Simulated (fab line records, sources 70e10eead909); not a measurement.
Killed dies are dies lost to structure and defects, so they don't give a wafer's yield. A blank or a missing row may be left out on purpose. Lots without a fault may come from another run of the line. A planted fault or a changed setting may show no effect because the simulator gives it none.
Which tool did it? | flow nand_harc | 13 lots, 39 wafers sampled, at 5 steps of a route of 1159

WHAT THE GAUGES READ, wafer by wafer
NHARC_THIN_TSV_CD_MEAS_33: target cd 5000 nm.
lot  | measured     | on        | cd_nm (nm)
L723 | day 19 02:52 | cd_sem-02 | 5003.5 5003.8 5000.6
L724 | day 19 08:05 | cd_sem-02 | 4998.6 5000.4 4999.9
L726 | day 19 06:30 | cd_sem-01 | 4999.8 4999.8 4999.0
L725 | day 19 05:16 | cd_sem-01 | 5001.4 5002.1 5001.6
L728 | day 19 23:22 | cd_sem-03 | 5000.3 5000.4 5002.7
L730 | day 20 07:02 | cd_sem-01 | 4999.7 4997.8 4999.4
L729 | day 21 01:55 | cd_sem-02 | 5000.2 5002.0 4999.3
L736 | day 21 12:46 | cd_sem-03 | 5003.8 5000.7 5002.2
L737 | day 21 23:49 | cd_sem-01 | 5000.1 5001.4 5001.5
L740 | day 23 03:51 | cd_sem-01 | 5000.5 4998.7 4999.5
L742 | day 23 12:36 | cd_sem-03 | 5002.4 4998.8 4998.8
L744 | day 23 21:38 | cd_sem-02 | 5003.8 5002.4 5000.5
L745 | day 25 00:17 | cd_sem-02 | 4999.6 5000.4 5002.6

NHARC_END_SORT_01.
lot  | measured     | on        | killed_at_array | killed_at_other | killed_at_periphery | killed_dies | killed_open | killed_short
L723 | day 19 12:32 | prober-02 | 24 18 14        | 0 0 0           | 7 3 5               | 31 21 19    | 4 1 2       | 2 2 3
L724 | day 20 04:19 | prober-02 | 13 13 11        | 0 0 1           | 3 7 6               | 16 20 18    | 1 4 4       | 3 1 3
L725 | day 19 22:02 | prober-02 | 19 14 31        | 1 0 0           | 1 8 2               | 21 22 33    | 7 5 5       | 1 1 1
L729 | day 21 09:24 | prober-02 | 103 142 128     | 0 0 0           | 2 1 1               | 105 143 129 | 1 4 5       | 2 3 2
L736 | day 22 03:44 | prober-01 | 108 86 107      | 0 0 0           | 1 3 2               | 109 89 109  | 1 3 3       | 1 2 0
L737 | day 22 09:38 | prober-02 | 40 46 32        | 1 0 0           | 5 4 7               | 46 50 39    | 4 4 1       | 3 4 4
L742 | day 23 21:43 | prober-02 | 23 18 26        | 2 2 3           | 4 5 3               | 29 25 32    | 4 5 0       | 2 2 7
L744 | day 24 08:23 | prober-01 | 26              | 3               | 1                   | 30          | 3           | 1

WHICH TOOL RAN EACH LOT (tool, then ch and the chambers of the sampled wafers, then the start)
lot  | NHARC_A_BLC_ETCH_17                | NHARC_THIN_TSV_DESCUM_14           | NHARC_THIN_TSV_DEGAS_53
L723 | rie_diel-01 ch 0,2,3, day 17 08:38 | rie_diel-12 ch 0,2,3, day 18 21:03 | pvd_sputter-02, day 19 01:41
L724 | rie_diel-13 ch 1,2,3, day 17 15:16 | rie_diel-12 ch 0,1,2, day 19 02:10 | pvd_sputter-01, day 19 06:56
L726 | rie_diel-13 ch 0,1, day 17 17:31   | rie_diel-13 ch 1,2, day 19 00:46   | pvd_sputter-01, day 19 05:22
L725 | rie_diel-01 ch 0,1,2, day 17 18:18 | rie_diel-11 ch 0,1,2, day 18 23:31 | pvd_sputter-03, day 19 04:15
L728 | rie_diel-13 ch 0,1, day 18 11:35   | rie_diel-11 ch 2,3, day 19 17:43   | pvd_sputter-01, day 19 22:21
L730 | rie_diel-13 ch 0,1,3, day 18 20:07 | rie_diel-12 ch 0,1,2, day 20 01:08 | pvd_sputter-02, day 20 05:55
L729 | rie_diel-13 ch 0,2,3, day 19 14:25 | rie_diel-12 ch 0,2,3, day 20 20:16 | pvd_sputter-01, day 21 00:53
L736 | rie_diel-13 ch 0,2,3, day 20 06:23 | rie_diel-12 ch 0,2,3, day 21 07:00 | pvd_sputter-01, day 21 11:38
L737 | rie_diel-01 ch 0,1,2, day 20 12:01 | rie_diel-13 ch 0,1,2, day 21 18:03 | pvd_sputter-02, day 21 22:41
L740 | rie_diel-04 ch 0,1,3, day 21 12:42 | rie_diel-13 ch 0,2,3, day 22 22:02 | pvd_sputter-01, day 23 02:50
L742 | rie_diel-01 ch 1,3, day 21 21:26   | rie_diel-13 ch 1,2,3, day 23 06:49 | pvd_sputter-02, day 23 11:26
L744 | rie_diel-01 ch 0,1,3, day 22 09:07 | rie_diel-12 ch 0,1,3, day 23 15:13 | pvd_sputter-01, day 23 20:36
L745 | rie_diel-13 ch 0,2,3, day 23 13:04 | rie_diel-11 ch 1,2,3, day 24 18:32 | pvd_sputter-01, day 24 23:08
- NHARC_A_BLC_ETCH_17: etches the open film in N2/H2, target depth 390 nm, time 609.38 s.
- NHARC_THIN_TSV_DESCUM_14: chemistry O2, time 3 s.
- NHARC_THIN_TSV_DEGAS_53: time 60 s.

WHAT THE TOOLS THEMSELVES READ (means of the sampled wafers that have a number; where no wafer has one, the mark that the record gives instead)
NHARC_A_BLC_ETCH_17.
lot  | tool        | drypump_motor_current_A (A) | oes_product_au (a.u.) | rf_vpp_V (V) | showerhead_plenum_p_Torr (Torr) | throttle_valve_pct (%)
L723 | rie_diel-01 | 5.5                         | 0.999                 | 429.8        | 2.03                            | 14.176
L724 | rie_diel-13 | 5.9                         | 0.996                 | 430.5        | 2.05                            | 14.165
L726 | rie_diel-13 | 6.0                         | 1.006                 | 429.3        | 2.01                            | 14.169
L725 | rie_diel-01 | 5.7                         | 1.005                 | 430.3        | 2.03                            | 14.177
L728 | rie_diel-13 | 5.9                         | 0.994                 | 429.4        | 2.01                            | 14.173
L730 | rie_diel-13 | 5.8                         | 1.000                 | 430.8        | 2.06                            | 14.180
L729 | rie_diel-13 | 5.8                         | 0.992                 | 433.2        | 2.12                            | 14.178
L736 | rie_diel-13 | 5.9                         | 0.999                 | 432.7        | 2.12                            | 14.163
L737 | rie_diel-01 | 5.7                         | 0.998                 | 429.7        | 2.03                            | 14.165
L740 | rie_diel-04 | 6.0                         | 1.015                 | 429.5        | 2.01                            | 14.159
L742 | rie_diel-01 | 5.9                         | 0.990                 | 433.6        | 2.17                            | 14.174
L744 | rie_diel-01 | 5.8                         | 0.994                 | 431.8        | 2.11                            | 14.169
L745 | rie_diel-13 | 5.8                         | 1.006                 | 432.5        | 2.12                            | 14.171

NHARC_THIN_TSV_DESCUM_14.
lot  | tool        | drypump_motor_current_A (A) | oes_product_au (a.u.) | rf_vpp_V (V) | showerhead_plenum_p_Torr (Torr) | throttle_valve_pct (%)
L723 | rie_diel-12 | 5.7                         | 0.994                 | 57.7         | 1.87                            | 11.318
L724 | rie_diel-12 | 5.7                         | 0.995                 | 56.3         | 1.84                            | 11.304
L726 | rie_diel-13 | 6.1                         | 0.999                 | 57.8         | 1.93                            | 11.322
L725 | rie_diel-11 | 5.3                         | 1.000                 | 57.3         | 1.89                            | 11.319
L728 | rie_diel-11 | 5.9                         | 0.987                 | 58.3         | 1.85                            | 11.308
L730 | rie_diel-12 | 5.7                         | 1.001                 | 57.4         | 1.84                            | 11.300
L729 | rie_diel-12 | 5.7                         | 0.997                 | 57.3         | 1.86                            | 11.322
L736 | rie_diel-12 | 5.7                         | 0.993                 | 57.3         | 1.86                            | 11.311
L737 | rie_diel-13 | 6.0                         | 0.997                 | 56.7         | 1.94                            | 11.312
L740 | rie_diel-13 | 5.8                         | 0.994                 | 58.6         | 1.98                            | 11.297
L742 | rie_diel-13 | 5.9                         | 0.999                 | 57.4         | 1.91                            | 11.315
L744 | rie_diel-12 | 5.7                         | 0.983                 | 57.7         | 1.82                            | 11.315
L745 | rie_diel-11 | 5.6                         | 1.004                 | 57.9         | 1.93                            | 11.314

NHARC_THIN_TSV_DEGAS_53.
lot  | tool           | heater_power_w (W) | susceptor_temp_C (C)
L723 | pvd_sputter-02 | 462                | 300.07
L724 | pvd_sputter-01 | 490                | 300.05
L726 | pvd_sputter-01 | 502                | 299.85
L725 | pvd_sputter-03 | 464                | 300.14
L728 | pvd_sputter-01 | 511                | 299.96
L730 | pvd_sputter-02 | 468                | 300.05
L729 | pvd_sputter-01 | 495                | 300.13
L736 | pvd_sputter-01 | 516                | 299.65
L737 | pvd_sputter-02 | 473                | -
L740 | pvd_sputter-01 | 507                | 300.02
L742 | pvd_sputter-02 | 468                | 300.03
L744 | pvd_sputter-01 | 499                | 300.17
L745 | pvd_sputter-01 | 508                | 300.22

THE ANSWER, worked out from the rows above alone
Rule: what is usual is taken from the lots themselves. Put in order of their means at a reading, lots are off if they are a third of the lots or fewer, leave a main group of 4 or more, and stand apart from it by a gap of 3 or more times the standard deviation of the main group's means; of several such gaps the widest counts. A main group whose means are all the same, to the digits that the tables above print for the reading, isn't used. A lot without any number at a reading at which 4 lots or more have one is off too. The other lots that the step has rows for count as sound. The gauges are gone through in route order, then the tools' own readings, and for those a lot's mean is taken as printed above. The first step at which some lot is off is used, and at that step the reading that is off furthest; a lot without a number counts as furthest.
Off: L729, L736, at NHARC_END_SORT_01 (killed_at_array). The main group: mean 23, standard deviation 8.3. Neither off nor sound, because the step has no rows for them: L726, L728, L730, L740, L745.
A tool fits if, at a process step before that reading, it ran every lot that is off, and no sound lot after the first of them. The gauges at NHARC_END_SORT_01 are tried like those tools. One fits: rie_diel-13 at NHARC_A_BLC_ETCH_17. Its last sound lot is L724 (day 17 15:16), its first lot that is off L729 (day 19 14:25): a fault that began between those two fits.

WHAT THE SIMULATOR HAD PUT IN
Chamber particle source: rie_diel-13, from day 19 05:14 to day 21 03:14, at NHARC_A_BLC_ETCH_17. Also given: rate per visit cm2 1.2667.
Lots struck among those shown: L729, L736. The rule above found the same.
